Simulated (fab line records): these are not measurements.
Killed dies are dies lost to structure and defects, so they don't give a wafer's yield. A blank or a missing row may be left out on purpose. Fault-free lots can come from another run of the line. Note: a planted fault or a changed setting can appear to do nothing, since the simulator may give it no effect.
fab line records | flow n5-finfet
[record] lots = 4 | wafers = 12 | last-day = 17
route steps=1938 shown FIN_SAQP@109 FIN_CUT@165 BEOL_M4@1111 PASSIVATION@1936
lots that met no fault: taken from a fault-free run of the same line
start-h: hours from the record's opening day to when the first of the lot's shown wafers began | wait-h: how many hours have passed since the lot's step before this one | " same as the row above | L1.1+2: one row covering several wafers at once | - no value, or no start was given | * or withheld: withheld | < > ~ a bound
route shown NAME@n: a module of which the file shows steps, and the number in the route of the first | usual: the fault-free wafers' mean and standard deviation | same: alike in all rows | chamber/n: place in a boat | sites: each site's reading | _std_site: the values' standard deviation | _edge_site: inner sites' mean taken away from outer sites' mean | radius-mm: for every site, how far away it sits from the centre of the wafer | mask NAME#n: copy n | behind: tool/chamber where the wafer was last shaped | hold: the reason the lot was held/the length of the hold in hours/how it ended | device: whichever transistor did not switch (one of n, p or np) | end of line: at the end of the route, the tests of the same wafers | for a step that has no rows: nothing shown but its recipe | killed: not the wafer's yield, but the dies lost to structure and defects at the first sort | map: a wafer's dies, marking killed ones x, the rest . and places with no die _
set.NAME: the run value of the setting; set.NAME@STEP: its run value at that earlier step | model.NAME: the simulator's own value behind a step, which no gauge read
lots seen at some steps along the route; tables by step, rows by wafer
services: a tool's chamber out of use, with start hour (start-h, from the record's first day; less than 0 if before it), hours out, and reason
[[steps]]
[step N5_FIN_SAQP_PEB_14]
[recipe] peb-temp-c = withheld | peb-time-s = 60 | resist = CAR-ArF
[step N5_FIN_SAQP_DEVELOP_15]
[recipe] develop-time-s = 30 | developer = TMAH | resist = CAR-ArF | dev-temp-c = 23 | rinse-liquid = diw | dry = air-spin
[step N5_FIN_SAQP_DESCUM_21]
[recipe] chemistry = O2 | time-s = 7.9 | source-power-w = 50 | bias-power-w = 20 | pressure-mtorr = 20 | rf-frequency-hz = 2.712e+07 | temp-c = 40 | resist = CAR-ArF | o2-flow-sccm = 225
[step N5_FIN_SAQP_ETCH_51]
[recipe] chemistry = CF4 | target = SiARC | target-depth-a = 455 | mask-material = CAR-ArF | time-s = 75.8 | ion-energy-ev = 80 | pressure-mtorr = 40 | source-w = 545 | bias-w = 36 | Ar_flow_sccm = 100 | cf4-flow-sccm = 100 | ends = cleared
[step N5_FIN_SAQP_ETCH_52]
[recipe] chemistry = N2/H2 | target = SOC | target-depth-a = 1000 | overetch-a = 200 | mask-material = SiARC | temp-c = 40 | time-s = 150 | ion-energy-ev = 200 | pressure-mtorr = 30 | source-w = 840 | bias-w = 150 | n2-flow-sccm = 200 | h2-flow-sccm = 200 | ends = end-point
[step N5_FIN_SAQP_STRIP_53]
[recipe] chemistry = N2/H2 | temp-c = 40 | n2-flow-sccm = 200 | h2-flow-sccm = 200 | rf-frequency-hz = 6e+07
[step N5_FIN_SAQP_HM_OPEN_73]
[recipe] chemistry = CHF3/O2 | target = SiO2 | stop-on = a-Si | target-depth-a = 120 | over-etch-frac = 1.8 | mask-material = SOC | time-s = 16.8 | pressure-mtorr = 30 | source-w = 650 | bias-w = 170 | Ar_flow_sccm = 200 | CHF3_flow_sccm = 50 | O2_flow_sccm = 5 | ion-energy-ev = 200 | ends = end-point
[step N5_FIN_SAQP_STRIP_74]
[recipe] chemistry = CHF3/O2 | resist = SiARC | rf-frequency-hz = 6e+07
[step N5_FIN_SAQP_MANDREL_ETCH_22]
[recipe] target-depth-a = 600 | chemistry = HBr/Cl2 | target = a-Si | stop-on = SiNx | bt-time-s = 10 | over-etch-frac = 0.5 | time-s = 30 | pressure-mtorr = 10 | icp-w = 800 | bias-w = 75 | HBr_flow_sccm = 150 | Cl2_flow_sccm = 80 | ends = end-point
[step N5_FIN_SAQP_STRIP_55]
[recipe] chemistry = N2/H2 | power-w = 500 | temp-c = 40 | pressure-mtorr = 50 | rf-frequency-hz = 6e+07 | overash-fraction = 0.3 | bias-power-w = 28 | h2-frac = 0.5 | n2-flow-sccm = 300 | h2-flow-sccm = 300
[usual] bias-power-w = 27.99/0.085 | drypump-motor-current-A = 5.8/0.55 | oes-product-au = 0.80/0.069 | rf-vpp-V = 121.8/1.5 | showerhead-plenum-p-Torr = 3.37/0.089 | throttle-valve-pct = 19.0/0.45
lot.wafer | tool        | chamber | start-h | wait-h | bias-power-w | drypump-motor-current-A | oes-product-au | rf-hours-counter-h | rf-vpp-V | showerhead-plenum-p-Torr | throttle-valve-pct
L948.1    | rie-diel-04 | 0       | 59.54   | 0.1    | 28.01        | 6.8                     | 0.75           | 161                | 118.9    | 3.20                     | 19.0
L948.4    | "           | 2       | "       | "      | 28.18        | 6.2                     | 0.96           | -                  | 120.5    | 3.30                     | 18.5
L948.6    | "           | 1       | "       | "      | 27.99        | 6.1                     | 0.75           | -                  | 122.3    | 3.35                     | 19.5
L950.1    | rie-diel-04 | 2       | 71.49   | 0.2    | 27.99        | 6.2                     | 0.95           | 12                 | 122.1    | 3.29                     | 18.4
L950.2    | "           | 3       | "       | "      | 28.06        | 5.3                     | 0.78           | 131                | 118.8    | 3.24                     | 19.3
L950.4    | "           | 0       | "       | "      | 28.03        | 6.8                     | 0.72           | 167                | 120.2    | 3.20                     | 19.0
L953.2    | rie-diel-04 | 1       | 87.78   | 0.1    | 28.05        | 6.0                     | 0.73           | 187                | 122.5    | 3.35                     | 19.5
L953.4    | "           | 2       | "       | "      | 27.89        | 6.2                     | 0.94           | 18                 | 123.4    | 3.29                     | 18.5
L953.5    | "           | 2       | "       | "      | 27.92        | 6.2                     | 0.94           | -                  | 120.6    | 3.29                     | 18.5
L962.2    | rie-diel-02 | 0       | 142.90  | 0.1    | 28.02        | 5.6                     | 0.73           | 226                | 122.9    | 3.47                     | 19.4
L962.3    | "           | 1       | "       | "      | 27.83        | 6.6                     | 0.74           | 152                | 120.0    | 3.36                     | 19.4
L962.6    | "           | 0       | "       | "      | 28.03        | 5.6                     | 0.73           | -                  | 122.9    | 3.47                     | 19.4
[step N5_FIN_SAQP_STRIP_23]
[recipe] chemistry = SPM | time-s = 750 | temp-c = 130 | h2so4-h2o2-vol-ratio = 4
[step N5_FIN_SAQP_SRD_66]
[recipe] dry = ipa-marangoni | time-s = 30 | temp-c = 23 | rinse-liquid = diw
[step N5_FIN_SAQP_RECESS_75]
[recipe] chemistry = HF/NH3 | target = SiO2 | target-depth-a = 144 | afs-cycles = 3 | temp-c = 30 | sublimation-temp-c = 180 | sublimation-time-s = 60
[step N5_FIN_SAQP_SPACER1_ALD_24]
[recipe] material = SiO2 | target-thk-a = 203 | temp-c = 300 | ald-precursor-family = BDEAS | ald-co-reactant = O2-plasma | pulse-time-s = 1 | purge-time-s = 2 | co-reactant-purge-time-s = 2 | ald-cycles = 218 | pressure-torr = 2
[step N5_FIN_SAQP_SPACER1_ETCHBACK_25]
[recipe] chemistry = CHF3/O2 | mode = anisotropic-etchback | target = SiO2 | target-depth-a = 244 | time-s = 12.2 | pressure-mtorr = 30 | source-w = 650 | bias-w = 170 | Ar_flow_sccm = 200 | CHF3_flow_sccm = 50 | O2_flow_sccm = 5 | ion-energy-ev = 200
[step N5_FIN_SAQP_MANDREL1_REMOVE_56]
[recipe] chemistry = HBr/Cl2/O2 | bt-time-s = 10 | target = a-Si | stop-on = SiNx | endpoint = OES-SiCl | over-etch-frac = 1 | icp-w = 600 | bias-w = 22 | HBr_flow_sccm = 150 | Cl2_flow_sccm = 80 | O2_flow_sccm = 5 | pressure-mtorr = 10
[step N5_FIN_SAQP_ETCH_57]
[recipe] chemistry = CH3F/O2 | target = SiNx | mask-material = SiO2 | target-depth-a = 325 | time-s = 46.4 | pressure-mtorr = 30 | source-w = 395 | bias-w = 73 | Ar_flow_sccm = 150 | CH3F_flow_sccm = 30 | O2_flow_sccm = 20 | ion-energy-ev = 120 | ends = cleared
[step N5_FIN_SAQP_ETCH_65]
[recipe] chemistry = CF4 | target = SiO2 | target-depth-a = 40 | ion-energy-ev = 350 | time-s = 4.4 | pressure-mtorr = 10 | icp-w = 800 | bias-w = 400 | cf4-flow-sccm = 80
[step N5_FIN_SAQP_MANDREL_ETCH_58]
[recipe] chemistry = HBr/Cl2 | target = a-Si | target-depth-a = 450 | bt-time-s = 10 | stop-on = SiNx | mask-material = SiO2 | over-etch-frac = 0.8 | time-s = 27 | pressure-mtorr = 10 | icp-w = 800 | bias-w = 75 | HBr_flow_sccm = 150 | Cl2_flow_sccm = 80 | ends = end-point
[step N5_FIN_SAQP_RECESS_63]
[recipe] chemistry = HF/NH3 | target = SiO2 | target-depth-a = 180 | afs-cycles = 3 | temp-c = 30 | sublimation-temp-c = 180 | sublimation-time-s = 60
[step N5_FIN_SAQP_COAT_68]
[recipe] resist = SOC | temp-c = 250 | time-s = 60 | spin-rpm = 1500 | resist-thk-nm = 100
[step N5_FIN_SAQP_ETCH_69]
[recipe] chemistry = N2/H2 | target = SOC | target-depth-a = 1500 | stop-on = SiNx | ion-energy-ev = 100 | bias-w = 61 | pressure-mtorr = 30 | source-w = 850 | n2-flow-sccm = 200 | h2-flow-sccm = 200
[step N5_FIN_SAQP_ETCH_67]
[recipe] chemistry = CH3F/O2 | target = SiNx | target-depth-a = 300 | mask-material = SOC | pressure-mtorr = 30 | source-w = 395 | bias-w = 73 | Ar_flow_sccm = 150 | CH3F_flow_sccm = 30 | O2_flow_sccm = 20 | ion-energy-ev = 120
[step N5_FIN_SAQP_STRIP_70]
[recipe] chemistry = N2/H2 | power-w = 500 | temp-c = 40 | pressure-mtorr = 50 | rf-frequency-hz = 6e+07 | overash-fraction = 0.3 | bias-power-w = 28 | h2-frac = 0.5 | n2-flow-sccm = 300 | h2-flow-sccm = 300
[step N5_FIN_SAQP_RECESS_71]
[recipe] chemistry = HF/NH3 | target = SiO2 | target-depth-a = 30 | afs-cycles = 1 | temp-c = 30 | sublimation-temp-c = 180 | sublimation-time-s = 60
[step N5_FIN_SAQP_SPACER2_ALD_28]
[recipe] material = SiO2 | target-thk-a = 81 | temp-c = 300 | ald-precursor-family = BDEAS | ald-co-reactant = O2-plasma | pulse-time-s = 1 | purge-time-s = 2 | co-reactant-purge-time-s = 2 | pressure-torr = 2
[step N5_FIN_SAQP_SPACER2_ETCHBACK_29]
[recipe] chemistry = CHF3/O2 | mode = anisotropic-etchback | target = SiO2 | target-depth-a = 122 | time-s = 6.1 | pressure-mtorr = 30 | source-w = 650 | bias-w = 170 | Ar_flow_sccm = 200 | CHF3_flow_sccm = 50 | O2_flow_sccm = 5 | ion-energy-ev = 200
[step N5_FIN_SAQP_MANDREL2_REMOVE_60]
[recipe] chemistry = HBr/Cl2/O2 | bt-time-s = 10 | target = a-Si | stop-on = SiNx | endpoint = OES-SiCl | over-etch-frac = 1 | icp-w = 600 | bias-w = 22 | HBr_flow_sccm = 150 | Cl2_flow_sccm = 80 | O2_flow_sccm = 5 | pressure-mtorr = 10
[step N5_FIN_SAQP_HM_OPEN_33]
[recipe] chemistry = CH3F/O2 | target = SiNx | mask-material = SiO2 | target-depth-a = 494 | time-s = 70.6 | pressure-mtorr = 30 | source-w = 395 | bias-w = 73 | Ar_flow_sccm = 150 | CH3F_flow_sccm = 30 | O2_flow_sccm = 20 | ion-energy-ev = 120 | ends = cleared
[step N5_FIN_SAQP_ETCH_34]
[recipe] chemistry = C4F6/O2 | target = SiO2 | target-depth-a = 450 | time-s = 15 | ion-energy-ev = 250 | pressure-mtorr = 30 | source-w = 345 | bias-w = 185 | Ar_flow_sccm = 300 | C4F6_flow_sccm = 10 | O2_flow_sccm = 10 | ends = cleared
[step N5_FIN_SAQP_STRIP_77]
[recipe] chemistry = N2/H2 | time-s = 90 | power-w = 100 | temp-c = 40 | pressure-mtorr = 100 | rf-frequency-hz = 6e+07 | bias-power-w = 3 | n2-flow-sccm = 300 | h2-flow-sccm = 300
[step N5_FIN_SAQP_ETCH_64]
[recipe] chemistry = CF4 | target = SiO2 | target-depth-a = 15 | ion-energy-ev = 350 | pressure-mtorr = 10 | icp-w = 800 | bias-w = 400 | cf4-flow-sccm = 80
[step N5_FIN_SAQP_FIN_ETCH_36]
[recipe] chemistry = HBr/Cl2/O2 | target-depth-a = 1200 | mask-material = SiNx | time-s = 50.4 | bias-w = 102 | pressure-mtorr = 10 | icp-w = 800 | HBr_flow_sccm = 150 | Cl2_flow_sccm = 80 | O2_flow_sccm = 12
[step N5_FIN_SAQP_PRECLEAN_38]
[recipe] chemistry = O3/DIW | time-s = 45 | temp-c = 22 | o3-ppm = 10
[step N5_FIN_SAQP_PRECLEAN_45]
[recipe] chemistry = dHF | time-s = 10 | dilution = 500:1 | temp-c = 25
[step N5_FIN_SAQP_INSPECT_40]
[recipe] inspect-instrument = brightfield | mode = aei
[usual] raw-defect-count = 229/69
lot.wafer | tool              | chamber | start-h | wait-h | raw-defect-count
L948.1    | defect-inspect-02 | -       | 63.85   | 0.0    | 158
L948.4    | "                 | -       | "       | "      | 171
L948.6    | "                 | -       | "       | "      | 185
L950.1    | defect-inspect-02 | -       | 75.27   | 0.0    | 855
L950.2    | "                 | -       | "       | "      | 747
L950.4    | "                 | -       | "       | "      | 698
L953.2    | defect-inspect-01 | -       | 92.56   | 0.0    | 713
L953.4    | "                 | -       | "       | "      | 637
L953.5    | "                 | -       | "       | "      | 711
L962.2    | defect-inspect-02 | -       | 147.27  | 0.0    | 281
L962.3    | "                 | -       | "       | "      | 167
L962.6    | "                 | -       | "       | "      | 196
[step N5_FIN_CUT_INSPECT_10]
[recipe] mode = adi | inspect-instrument = brightfield
[usual] raw-defect-count = 42/12
lot.wafer | tool              | chamber | start-h | wait-h | raw-defect-count
L948.1    | defect-inspect-01 | -       | 64.24   | 0.1    | 36
L948.4    | "                 | -       | "       | "      | 33
L948.6    | "                 | -       | "       | "      | 32
L950.1    | defect-inspect-01 | -       | 75.78   | 0.1    | 512
L950.2    | "                 | -       | "       | "      | 504
L950.4    | "                 | -       | "       | "      | 494
L953.2    | defect-inspect-01 | -       | 92.95   | 0.0    | 447
L953.4    | "                 | -       | "       | "      | 472
L953.5    | "                 | -       | "       | "      | 430
L962.2    | defect-inspect-01 | -       | 147.66  | 0.0    | 49
L962.3    | "                 | -       | "       | "      | 33
L962.6    | "                 | -       | "       | "      | 38
[step N5_BEOL_M4_RC_MEAS_101]
[usual] DIBL_N = 36.4/1.7 | DIBL_P = 36.4/2.1 | IOFF_N = 0.16/0.035 | IOFF_P = 0.21/0.035 | ION_N = 680/11 | ION_P = 465/6.8 | SS_N = 71.5/0.58 | SS_P = 73.2/0.72 | VT_N = 249/3.6 | VT_P = -250/3.1
lot.wafer | tool      | chamber | start-h | wait-h | DIBL_N[mV/V] | DIBL_P[mV/V] | IOFF_N[nA/um] | IOFF_P[nA/um] | ION_N[uA/um] | ION_P[uA/um] | SS_N[mV/dec] | SS_P[mV/dec] | VT_N[mV] | VT_P[mV]
L948.1    | prober-01 | 0       | 214.30  | 0.0    | 36.1         | 35.9         | 0.15          | 0.24          | 676          | 472          | 71.9         | 72.8         | 250      | -246
L948.4    | "         | 0       | "       | "      | 38.2         | 38.6         | 0.20          | 0.29          | 692          | 477          | 72.0         | 74.6         | 244      | -247
L948.6    | "         | 0       | "       | "      | 36.8         | 36.1         | 0.17          | 0.24          | 691          | 473          | 71.5         | 73.3         | 249      | -245
L950.1    | prober-02 | 0       | 214.89  | 0.6    | 36.7         | 36.4         | 0.16          | 0.20          | 676          | 465          | 71.1         | 73.1         | 248      | -253
L950.2    | "         | 0       | "       | "      | 34.7         | 34.5         | 0.13          | 0.17          | 670          | 457          | 71.3         | 72.2         | 254      | -256
L950.4    | "         | 0       | "       | "      | 37.1         | 37.6         | 0.19          | 0.22          | 702          | 473          | 71.4         | 73.8         | 248      | -252
L953.2    | prober-02 | 0       | 233.23  | 0.2    | 38.1         | 39.4         | 0.18          | 0.22          | 674          | 461          | 71.9         | 73.7         | 248      | -250
L953.4    | "         | 0       | "       | "      | 35.0         | 36.0         | 0.14          | 0.18          | 674          | 461          | 71.0         | 72.9         | 251      | -251
L953.5    | "         | 0       | "       | "      | 35.5         | 35.8         | 0.13          | 0.17          | 674          | 462          | 70.5         | 74.0         | 253      | -252
L962.2    | prober-01 | 0       | 302.55  | 0.2    | 37.1         | 37.9         | 0.21          | 0.21          | 674          | 452          | 72.1         | 74.1         | 248      | -253
L962.3    | "         | 0       | "       | "      | 39.2         | 40.1         | 0.27          | 0.26          | 705          | 470          | 73.0         | 74.4         | 239      | -249
L962.6    | "         | 0       | "       | "      | 37.0         | 37.6         | 0.20          | 0.21          | 678          | 457          | 72.6         | 73.2         | 247      | -251
[step N5_PASSIVATION_PROBE_49]
[usual] defect-limited-yield = 91.3/1.4 | killed_at_M0_to_M3 = 36/11 | killed_at_M4_up = 13/5.2 | killed-at-contacts = 13/6.5 | killed-at-front-end = 37/11 | killed-at-other = 3.6/2.9 | killed-dies = 103/17 | killed-on-rim = 13/3.6 | killed-open = 68/12 | killed-short = 33/7.3 | sort_bin_5_function = 5.2/0.91 | sort_bin_6_memory = 3.2/0.67 | sort-n-pass = 1077/17 | sort-yield-pct = 91.3/1.4
[same] gross-dies = 1180 | killed-at-back-side = 0 | sort_bin_4_leakage[%] = 0 | sort_bin_8_speed[%] = 0
lot.wafer | tool      | chamber | start-h | wait-h | defect-limited-yield[%] | killed_at_M0_to_M3 | killed_at_M4_up | killed-at-contacts | killed-at-front-end | killed-at-other | killed-dies | killed-on-rim | killed-open | killed-short | sort_bin_5_function[%] | sort_bin_6_memory[%] | sort-n-pass | sort-yield-pct[%]
L950.1    | prober-01 | -       | 322.39  | 0.1    | 82.9                    | 34                 | 13              | 20                 | 134                 | 1               | 202         | 22            | 61          | 38           | 11.0                   | 4.6                  | 978         | 82.9
L950.2    | prober-01 | -       | 322.44  | 0.2    | 83.2                    | 30                 | 9               | 15                 | 143                 | 1               | 198         | 30            | 64          | 22           | 10.5                   | 4.3                  | 982         | 83.2
L950.4    | prober-01 | -       | 322.54  | 0.3    | 87.8                    | 25                 | 11              | 26                 | 79                  | 3               | 144         | 28            | 72          | 24           | 7.1                    | 3.5                  | 1036        | 87.8
L948.1    | prober-02 | -       | 329.43  | 0.0    | 90.4                    | 31                 | 14              | 8                  | 52                  | 8               | 113         | 19            | 73          | 40           | 5.8                    | 3.5                  | 1067        | 90.4
L948.4    | prober-02 | -       | 329.58  | 0.2    | 88.9                    | 58                 | 8               | 12                 | 49                  | 4               | 131         | 16            | 82          | 49           | 6.4                    | 4.4                  | 1049        | 88.9
L948.6    | prober-02 | -       | 329.68  | 0.3    | 90.3                    | 52                 | 6               | 15                 | 39                  | 3               | 115         | 14            | 78          | 37           | 5.9                    | 3.6                  | 1065        | 90.3
L953.2    | prober-01 | -       | 337.51  | 0.1    | 85.0                    | 33                 | 8               | 28                 | 102                 | 6               | 177         | 33            | 77          | 31           | 9.0                    | 4.4                  | 1003        | 85.0
L953.4    | prober-01 | -       | 337.61  | 0.2    | 84.3                    | 15                 | 15              | 16                 | 134                 | 5               | 185         | 24            | 52          | 22           | 10.1                   | 3.7                  | 995         | 84.3
L953.5    | prober-01 | -       | 337.66  | 0.2    | 85.8                    | 19                 | 16              | 17                 | 113                 | 2               | 167         | 22            | 50          | 18           | 10.2                   | 2.5                  | 1013        | 85.8
// killed by level:class
L950.1 FIN_SAQP:unspecified=103 BEOL_M1:geometric-particle:open=13 MOL_CONTACT_COAG:geometric-particle:open=11 MOL_CONTACT_COAG:geometric-particle:short=9 DUMMY_GATE:geometric-particle:open=8 BEOL_M3:geometric-particle:open=5 BEOL_M0_SAQP:geometric-particle:short=5 BEOL_M4:geometric-particle:short=5
L950.2 FIN_SAQP:unspecified=111 MOL_CONTACT_COAG:geometric-particle:open=15 FIN_SAQP:geometric-particle:open=9 BEOL_M0_SAQP:geometric-particle:short=7 STI_FIN_REVEAL:geometric-particle:open=6 BEOL_M0_SAQP:geometric-particle:open=6 DUMMY_GATE:geometric-particle:open=5 BEOL_M1:geometric-particle:open=4
L950.4 FIN_SAQP:unspecified=48 MOL_CONTACT_COAG:geometric-particle:open=21 BEOL_M4:geometric-particle:open=8 STI_FIN_REVEAL:geometric-particle:open=7 BEOL_M0_SAQP:geometric-particle:open=7 DUMMY_GATE:geometric-particle:open=6 MOL_CONTACT_COAG:geometric-particle:short=5 FIN_SAQP:geometric-particle:open=4
L948.1 STI_FIN_REVEAL:geometric-particle:open=18 FIN_SAQP:geometric-particle:open=10 BEOL_M0_SAQP:geometric-particle:short=10 BEOL_M0_SAQP:geometric-particle:open=10 FIN_SAQP:geometric-particle:short=8 MOL_CONTACT_COAG:geometric-particle:open=5 BEOL_M5:geometric-particle:open=5 PASS1_DEP:geometric-particle:short=5
L948.4 BEOL_M0_SAQP:geometric-particle:short=21 BEOL_M0_SAQP:geometric-particle:open=16 FIN_SAQP:geometric-particle:open=10 STI_FIN_REVEAL:geometric-particle:open=9 MOL_CONTACT_COAG:geometric-particle:open=9 FIN_SAQP:geometric-particle:short=7 BEOL_M1:geometric-particle:open=7 STARTING-WAFER:geometric-particle:open=6
L948.6 BEOL_M0_SAQP:geometric-particle:open=19 STI_FIN_REVEAL:geometric-particle:open=16 MOL_CONTACT_COAG:geometric-particle:open=12 BEOL_M0_SAQP:geometric-particle:short=12 FIN_SAQP:geometric-particle:open=6 BEOL_M0:geometric-particle:short=5 BEOL_M3:geometric-particle:open=4 STARTING-WAFER:geometric-particle:short=4
L953.2 FIN_SAQP:unspecified=67 MOL_CONTACT_COAG:geometric-particle:open=23 BEOL_M0_SAQP:geometric-particle:open=8 BEOL_M3:geometric-particle:open=8 STI_FIN_REVEAL:geometric-particle:open=7 BEOL_M0_SAQP:geometric-particle:short=7 DUMMY_GATE:geometric-particle:open=5 MOL_CONTACT_COAG:geometric-particle:short=5
L953.4 FIN_SAQP:unspecified=108 MOL_CONTACT_COAG:geometric-particle:open=15 GATE_CUT:geometric-particle:open=4 BEOL_M3:geometric-particle:open=4 BEOL_M5:geometric-particle:open=4 STI_FIN_REVEAL:geometric-particle:open=3 GATE_CUT:geometric-particle:short=3 BEOL_M0_SAQP:geometric-particle:open=3
L953.5 FIN_SAQP:unspecified=99 MOL_CONTACT_COAG:geometric-particle:open=13 BEOL_M4:geometric-particle:open=7 BEOL_M2:geometric-particle:open=6 BEOL_M0_SAQP:geometric-particle:open=5 STI_FIN_REVEAL:geometric-particle:open=4 MOL_CONTACT_COAG:geometric-particle:short=4 BEOL_M0_SAQP:geometric-particle:short=4
// map L950.1 (x killed, . not)
_________________............________________
______________...............x.._____________
___________.x...................x..__________
__________....x......x..x..........._________
________.x...x........x..............._______
_______....x.x.........x...............______
______.x...............................x_____
_____.....x.x......x...........x..x......____
____...x......x...........xx..............___
___...x....................x......x.......x__
___x.xxx.......x...........xx.........x....__
__xxxxxxxx.x.....................x...x......_
__xxxxxxxxxx.x........x.x.x....x............_
_xxxxxxxxxxx.x...x............x....xx........
_xxxxxxxxxxxxx........x...x...x..............
_xxxxxxxxxx.xx........x...................x..
_xxxxxxxxxxxx.x..................x.....x.....
_xxxxxxxxxxx.x..x...........x........x.x.....
_xxxxxxxxxxx..x...........x....x....x........
_.xxx.xxxx......................x.....x..x...
_..x...xxx............x..................x...
__.x..x...x..........x.x..x..x.............._
__.........x.........x......................_
___.........................x..............__
___......x......x.......x..............x...__
____........x.....x.......................___
_____....x...............................____
______...........................x......_____
_______..xx..x.x..x...........x........______
________.............x.x......xx......_______
__________....x....................._________
___________.....................x..__________
______________.................x_____________
_________________..x..x......________________
// map L953.4 (x killed, . not)
_________________...x........________________
______________..........x....x.._____________
___________...x.......xx........x..__________
__________.....x......x.......x..xx._________
________........x......x.............._______
_______...................xx...........______
______.....x............................_____
_____.......................x..........x.____
____x.................x......x.........x..___
___x...x.x.x.xx............................__
___..xxx..x.....x..........................__
__xxxxxxxxx..x............x................._
__xxxxxxxxxxx..............................._
_xxxxxxxxxxx.........x...........x...........
_xxxxxxxxxxxx...............x................
_xxxxxxxxxxxxxx.....x........................
_xxxxxxxxxxx.................................
_xxxxxxxxxxxx.....x.x.......x................
_..xxxxxx..x......x....x.....................
_.xxxxxx.xxx...........x.......x...x....x....
_.x.xx.x.xx............................xx...x
__...x...x................x................._
__.............x....x.x...x................._
___.....x...........................x...x..__
___........................................__
____.....x..x.............x..........x..x.___
_____....x.....x..........x..............____
______.......x.x...........x...x........_____
_______..........x..............x......______
________..x...................x.....x._______
__________.......x.................._________
___________............x.......x...__________
______________.................._____________
_________________...........x________________
[[services]]
tool        | chamber | start-h | hours | kind
rie-diel-04 | -       | 44.12   | 0.5   | repair
rie-diel-04 | 3       | 59.49   | 4.5   | repair
rie-diel-02 | 3       | 62.52   | 4.2   | repair
[[key]]
[first-sign] step = N5_FIN_SAQP_INSPECT_40 | reading = raw-defect-count | direction = up | sigmas = 7.2 | usual = 229 | struck = 727
[effect] step = N5_FIN_CUT_INSPECT_10 | reading = raw-defect-count | direction = up | sigmas = 36 | usual = 42 | struck = 476
[effect] step = N5_PASSIVATION_PROBE_49 | reading = killed-at-front-end | direction = up | sigmas = 7.1 | usual = 37 | struck = 118
[more-kills-born-at] N5_FIN_SAQP_STRIP_55@rie-diel-04 = 536
met-at N5_FIN_SAQP_STRIP_55
struck-wafers L950.1,L950.2,L950.4,L953.2,L953.4,L953.5
onset-between 59.54 71.49
[fault] kind = chamber-particle-source | tool = rie-diel-04 | chamber = - | onset-h = 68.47 | steps = N5_FIN_SAQP_STRIP_55 | rate-per-visit-cm2 = 0.67929 | end-h = 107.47
